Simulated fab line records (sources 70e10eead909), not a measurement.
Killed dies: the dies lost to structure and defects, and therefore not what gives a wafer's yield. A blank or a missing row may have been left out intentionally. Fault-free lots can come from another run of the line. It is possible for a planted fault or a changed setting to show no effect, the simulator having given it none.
Comparing a struck lot with a sound one | flow nandHarc | 15 steps out of a route of 1159
Sound: these wafers, L585.1, L585.3, L585.6. Struck: wafer L590.3 (left out: L590.2, a lot-mate that was not struck); the cause follows at the end.
Each step with rows lists, per side, the tool, then ch with its chambers, then its first start. Under that, the readings that differ: sound wafers | struck wafers | difference of the means | sigmas: that difference in standard deviations of wafers without a fault.
alike: readings with means less than 2 such deviations apart, plus words and numbers identical on both sides. not compared: withheld readings, readings lacking a value on some wafer, bounds such as >300 that could conceal the same value, and numbers that have no deviation in the record and whose values overlap.
Wherever a step has rows on one side only, a row that says differs or no value, or a row with sigmas, the two part there. Numbers that don't overlap but have no deviation are shown without sigmas and don't part them. Lack of a reading on every wafer of one side parts them only where that side has two or more wafers.

first, 1 step without rows for these wafers: NHARC_A_ONON_D1_DEP_09 (target thk 1000 nm).
NHARC_A_ONON_D1_THK_MEAS_11: measures by ellipsometry.
  struck on filmMetro-02, day 9 00:49; sound on filmMetro-02, day 7 11:43
  alike: thkNm
after that, 1 step with no rows for these wafers: NHARC_A_ONON_D1_DEP_12 (target thk 1000 nm).
NHARC_A_ONON_D1_THK_MEAS_14: measures by ellipsometry.
  struck on filmMetro-02, day 9 01:24; sound on filmMetro-02, day 7 12:17
  alike: thkNm
then, 2 steps without rows for these wafers: NHARC_A_ONON_D1_ANNEAL_15 (time 3600 s); NHARC_A_ONON_D1_DEP_16 (target thk 1000 nm).
NHARC_A_ONON_D1_THK_MEAS_18: measures by ellipsometry.
  struck on filmMetro-01, day 9 09:34; sound on filmMetro-01, day 7 21:21
  alike: thkNm
after that, 1 step with no rows for these wafers: NHARC_A_ONON_D1_DEP_19 (target thk 1000 nm).
NHARC_A_ONON_D1_THK_MEAS_21: measures by ellipsometry.
  struck on filmMetro-02, day 9 10:28; sound on filmMetro-02, day 7 21:55
  alike: thkNm
after that, 1 step with no rows for these wafers: NHARC_A_ONON_D1_DEP_22 (target thk 1000 nm).
NHARC_A_ONON_D1_THK_MEAS_24: measures by ellipsometry.
  struck on filmMetro-02, day 9 11:19; sound on filmMetro-02, day 7 22:29
  alike: thkNm
NHARC_A_ONON_D1_DEP_25: target thk 1000 nm.
  sound on pecvdOnon-02 ch 0, day 7 22:32; struck on pecvdOnon-02 ch 0, day 9 11:47
NHARC_A_ONON_D1_THK_MEAS_27: measures by ellipsometry.
  struck on filmMetro-01, day 9 12:14; sound on filmMetro-02, day 7 23:04
reading    | sound       | struck | difference | sigmas
thkNm (nm) | 994 994 993 | 513    | -481       | -57
after that, 1 step with no rows for these wafers: NHARC_A_ONON_D1_DEP_28 (target thk 1000 nm).
-- record jumps: 11 days between struck wafers' starts before vs after; left off in module A_ONON_D1, resumes in module END, first step shown is number 1159 of the route --
NHARC_END_SORT_01:
  here the record holds rows for the struck wafers (prober-02 ch 0, day 20 23:31) but none for the sound ones

== WHERE THEY PART ==
Last at NHARC_END_SORT_01 as far as this record goes, first at NHARC_A_ONON_D1_THK_MEAS_27.

WHY: whatever the simulator had introduced
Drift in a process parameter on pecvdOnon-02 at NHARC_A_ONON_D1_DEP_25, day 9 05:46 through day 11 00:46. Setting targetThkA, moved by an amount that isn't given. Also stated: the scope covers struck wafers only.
